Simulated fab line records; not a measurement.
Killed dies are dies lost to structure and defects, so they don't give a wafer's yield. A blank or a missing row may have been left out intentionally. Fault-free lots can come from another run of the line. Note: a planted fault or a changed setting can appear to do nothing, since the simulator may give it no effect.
Struck lot and sound lot, side by side | flow n5-finfet | 14 out of 1938 route steps
Sound: these wafers, L149.1, L149.5, L149.6. Struck: wafer L157.3; the same lot's L157.4 was not struck, so it is left out; see the end for the cause.
For every step that has rows: the tool of each side, followed by ch and its chambers, followed by its first start. Under that, the readings that differ: sound wafers | struck wafers | difference of the means | sigmas: that difference in standard deviations of wafers without a fault.
alike: readings whose means differ by less than 2 such deviations, and words and numbers that are the same on both sides. not compared: withheld readings, readings that some wafer has no value for, bounds like >300 that may hide the same value, and numbers for which the record gives no deviation and whose values overlap.
Wherever a step has rows on one side only, a row that says differs or no value, or a row with sigmas, the two part there. Numbers that have no deviation but don't overlap get no sigmas and don't part them. A reading that every wafer of one side lacks parts them only if that side has two wafers or more.

N5_BEOL_M9_STRIP_80: strips in N2/H2, time 10 s.
  sound on rie-diel-02 ch 1,2; struck on rie-diel-02 ch 1
  alike: drypump-motor-current-A, oes-product-au, rf-vpp-V, showerhead-plenum-p-Torr, throttle-valve-pct
  not compared: rf-hours-counter-h
N5_BEOL_M9_OCD_MEAS_38:
  struck on ocd-01, day 13 00:41; sound on ocd-02, day 10 15:35
  alike: trench-depth-nm
then, 4 steps without rows for these wafers: N5_BEOL_M9_HM_STRIP_39 (strips TiN in peroxide tin strip, target depth 25 nm, time 158 s); N5_BEOL_M9_SRD_40 (time 30 s); N5_BEOL_M9_PRECLEAN_42 (cleans in residue remover, time 60 s); N5_BEOL_M9_SRD_43 (time 30 s).
N5_BEOL_M9_CD_MEAS_35: target cd 70 nm, target cd y 40 nm.
  struck on cd-sem-03, day 13 00:51; sound on cd-sem-01, day 10 15:49
  alike: cd-nm
N5_BEOL_M9_CURE_72: cures SiCOH lowk, time 120 s.
  sound on uv-cure-01 ch 2, day 10 15:52; struck on uv-cure-02 ch 2, day 13 01:16
  alike: lamp-power-pct, wafer_temp_C_max
N5_BEOL_M9_DEGAS_44: time 60 s.
  struck on pvd-sputter-01, day 13 01:42; sound on pvd-sputter-01, day 10 16:16
  alike: heater-power-w
N5_BEOL_M9_PRE_CLEAN_45: time 30 s.
  struck on pvd-sputter-01, day 13 01:44; sound on pvd-sputter-01, day 10 16:18
  alike: heater-power-w
then, 1 step without rows for these wafers: N5_BEOL_M9_ALD_74 (deposits TaN, target thk 2 nm, pulse time 2 s, purge time 3 s).
N5_BEOL_M9_SURFACE_TREAT_79:
  struck on pvd-sputter-01, day 13 02:11; sound on pvd-sputter-03, day 10 16:49
  not compared: throttle-valve-pct
N5_BEOL_M9_CVD_78: deposits Co from CCTBA/H2, target thk 2 nm, time 138.9 s.
  sound on cvd-co-01 ch 0,2, day 10 16:59; struck on cvd-co-02 ch 0, day 13 02:18
  reading          | sound             | struck | difference | sigmas
  run-length-s (s) | 161.0 160.6 160.7 | 203.7  | +42.9      | +83
then, 1 step without rows for these wafers: N5_BEOL_M9_SPUTTER_48 (material Cu, target thk 12 nm, time 2 s).

## WHERE THEY PART
Only at N5_BEOL_M9_CVD_78, within this record.

WHY: whatever the simulator had introduced
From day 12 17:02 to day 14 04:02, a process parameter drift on cvd-co-02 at N5_BEOL_M9_CVD_78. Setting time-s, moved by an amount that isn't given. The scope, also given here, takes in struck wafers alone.
